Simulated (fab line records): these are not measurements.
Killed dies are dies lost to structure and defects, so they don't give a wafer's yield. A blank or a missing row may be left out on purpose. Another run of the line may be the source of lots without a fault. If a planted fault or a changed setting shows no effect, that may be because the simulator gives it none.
Split-lot trial	flow n5Finfet	7 lots, 21 wafers read, on a route of 1938 steps

## THE SPLIT
At N5_MOL_CONTACT_COAG_ETCHBACK_135 (etches SiO2 in CHF3, target depth 25 nm, time 16.7 s), the setting timeS was moved away from the recipe's 16.7 s on 7 of the 21 wafers read, by -14.4% to +17.8%. The other wafers ran this setting at the recipe's value.

The split's own step is where the reading is taken.

## THE READING
SOC_of_MOL_CONTACT_COAG_COAT_75.thkNm (the simulator's own value, which no gauge read), in nm, at N5_MOL_CONTACT_COAG_ETCHBACK_135 (etches SiO2 in CHF3, target depth 25 nm, time 16.7 s). No usual value for it is given in the file. Average 57.4 nm, standard deviation 0.21 nm, over the 14 wafers here run with the recipe.

wafer	tool, chamber at the split	timeS as run, s	against the recipe	SOC_of_MOL_CONTACT_COAG_COAT_75.thkNm, nm	against lot-mates on the recipe
L077.1	rieDiel-02, 0,1	16.7	recipe	57.4	-
L077.6	rieDiel-02, 0,1	16.7	recipe	57.4	-
L077.4	rieDiel-02, 0	19.68	+17.8%	56.8	-0.6
L080.2	rieDiel-02, 2	17.98	+7.7%	57.4	-0.2
L080.5	rieDiel-02, 1	16.7	recipe	57.6	-
L080.6	rieDiel-02, 0	17.98	+7.7%	57.2	-0.4
L082.4	rieDiel-03, 3	14.29	-14.4%	57.8	+0.4
L082.5	rieDiel-03, 2	16.7	recipe	57.4	-
L082.6	rieDiel-03, 1	14.29	-14.4%	58	+0.6
L089.2	rieDiel-04, 1	19.35	+15.9%	56.6	-0.4
L089.3	rieDiel-04, 2,3	16.7	recipe	57	-
L089.5	rieDiel-04, 2,3	16.7	recipe	57	-
L090.3	rieDiel-04, 3	15.17	-9.2%	57.6	+0.2
L090.5	rieDiel-04, 1,2	16.7	recipe	57.4	-
L090.6	rieDiel-04, 1,2	16.7	recipe	57.4	-
L092.1	rieDiel-03, 1,2	16.7	recipe	57.6	-
L092.5	rieDiel-03, 1,2	16.7	recipe	57.6	-
L092.4	rieDiel-03, 3	16.7	recipe	57.8	-
L096.3	rieDiel-02, 0,3,2	16.7	recipe	57.4	-
L096.5	rieDiel-02, 0,3,2	16.7	recipe	57.4	-
L096.6	rieDiel-02, 0,3,2	16.7	recipe	57.4	-
Rows listing several chambers each stand for several wafers; the file does not say which wafer went through which chamber.

FIT RESULTS
A straight line over all 21 wafers: SOC_of_MOL_CONTACT_COAG_COAT_75.thkNm changes by -0.0348 nm for each +1% of timeS; r = -0.81; the points scatter about the line by 0.2 nm.
The same after taking each lot's own level away (the mean of its wafers on the recipe; 21 wafers): -0.0319 nm for each +1%; r = -0.96; scatter 0.071 nm.
That fit puts the effect of the largest move of timeS on the reading at 0.57 nm.
The lots' own levels span 57.00 to 57.67 nm, that is 3.2 times the standard deviation above.
The two slopes agree, so the slope changes little with the lot-to-lot level.
Check: -0.559 nm against its lot-mates is what the line predicts for one of the wafers moved furthest among these (+17.8%) when that wafer is left out of the fit. It came out at -0.6 nm against them.

## THESE WAFERS: OTHER SPLITS
Before the reading, these wafers also passed through other splits. Each is held against what the fit with the lots' levels taken away leaves over:
other split on the same wafers	wafers away from the commonest value	r with SOC_of_MOL_CONTACT_COAG_COAT_75.thkNm (lot level and that fit taken away)
N5_GATE_CUT_CUT_ETCH_54 icpW	8	+0.11

## FILE'S OWN FIT
SOC_of_MOL_CONTACT_COAG_COAT_75.thkNm changes by -0.0308 nm for each +1% of timeS, r = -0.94.
